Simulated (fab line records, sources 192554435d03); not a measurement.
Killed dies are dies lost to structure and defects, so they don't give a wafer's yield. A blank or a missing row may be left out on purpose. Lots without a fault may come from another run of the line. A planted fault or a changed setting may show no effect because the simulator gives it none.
Chamber matching | flow n5_finfet | N5_MOL_CONTACT_COAG_ETCH_91 on rie_diel-01: 4 sister chambers
The step etches SOC in N2/H2, target depth 60 nm, overetch 21 nm, time 101.2 s. 22 wafers are shown with their chamber, then 11 later ones without.

WAFERS WITH THEIR CHAMBER
wafer  | chamber | throttle_valve_pct (%) | showerhead_plenum_p_Torr (Torr) | drypump_motor_current_A (A)
L075.2 | 0       | 18.0                   | 2.63                            | 6.4
L075.4 | 1       | 17.7                   | 2.50                            | 5.7
L075.6 | 0       | 18.0                   | 2.63                            | 6.4
L076.1 | 1       | 17.7                   | 2.50                            | 5.7
L076.4 | 2       | 18.3                   | 2.44                            | 6.5
L076.5 | 1       | 17.7                   | 2.50                            | 5.7
L079.1 | 0       | 18.0                   | 2.62                            | 6.4
L079.4 | 3       | 17.2                   | 2.47                            | 6.0
L079.6 | 1       | 17.7                   | 2.49                            | 5.8
L081.1 | 0       | 18.0                   | 2.62                            | 6.5
L081.3 | 3       | 17.2                   | 2.47                            | 6.0
L081.4 | 1       | 17.7                   | 2.49                            | 5.8
L082.3 | 1       | 17.7                   | 2.49                            | 5.8
L082.4 | 2       | 18.3                   | 2.44                            | 6.6
L082.6 | 2       | 18.3                   | 2.44                            | 6.6
L084.1 | 3       | 17.2                   | 2.47                            | 5.9
L084.4 | 2       | 18.3                   | 2.44                            | 6.6
L084.6 | 3       | 17.2                   | 2.47                            | 5.9
L089.2 | 0       | 18.0                   | 2.62                            | 6.4
L089.3 | 3       | 17.2                   | 2.46                            | 5.9
L089.6 | 1       | 17.8                   | 2.49                            | 5.8
L091.1 | 1       | 17.8                   | 2.48                            | 5.8

SIGNATURES (means of the wafers above)
reading                  | chamber 0 | chamber 1 | chamber 2 | chamber 3 | scatter within a chamber
throttle_valve_pct       | 18.000    | 17.725    | 18.300    | 17.200    | 0.0289
showerhead_plenum_p_Torr | 2.6240    | 2.4925    | 2.4400    | 2.4680    | 0.00553
drypump_motor_current_A  | 6.420     | 5.763     | 6.575     | 5.940     | 0.0507
Rule: a wafer's distance from a chamber is the root of the sum, over the readings, of the square of ((its reading less the chamber's mean) divided by the reading's scatter). The wafer belongs to the nearest chamber; if the next one is less than 2 further off, it can't be placed. The scatter: the root of (the sum of the squares of (reading less its chamber's mean) over the shown wafers, divided by (wafers less chambers)).

WAFERS WITHOUT THEIR CHAMBER
wafer  | throttle_valve_pct (%) | showerhead_plenum_p_Torr (Torr) | drypump_motor_current_A (A)
L091.2 | 17.2                   | 2.46                            | 5.9
L091.6 | 18.0                   | 2.61                            | 6.4
L093.1 | 18.0                   | 2.61                            | 6.4
L093.4 | 17.8                   | 2.48                            | 5.8
L093.6 | 17.8                   | 2.48                            | 5.8
L094.1 | 17.8                   | 2.48                            | 5.8
L094.2 | 17.2                   | 2.46                            | 6.0
L094.5 | 18.0                   | 2.61                            | 6.4
L096.2 | 18.1                   | 2.61                            | 6.4
L096.4 | 17.8                   | 2.48                            | 5.7
L096.5 | 18.1                   | 2.61                            | 6.4

WHICH CHAMBER EACH WENT THROUGH
wafer  | from the rows above | in truth
L091.2 | 3                   | 3
L091.6 | 0                   | 0
L093.1 | 0                   | 0
L093.4 | 1                   | 1
L093.6 | 1                   | 1
L094.1 | 1                   | 1
L094.2 | 3                   | 3
L094.5 | 0                   | 0
L096.2 | 0                   | 0
L096.4 | 1                   | 1
L096.5 | 0                   | 0
Placed correctly: 11 of 11. Can't be placed from these rows: 0. Placed wrongly: 0.
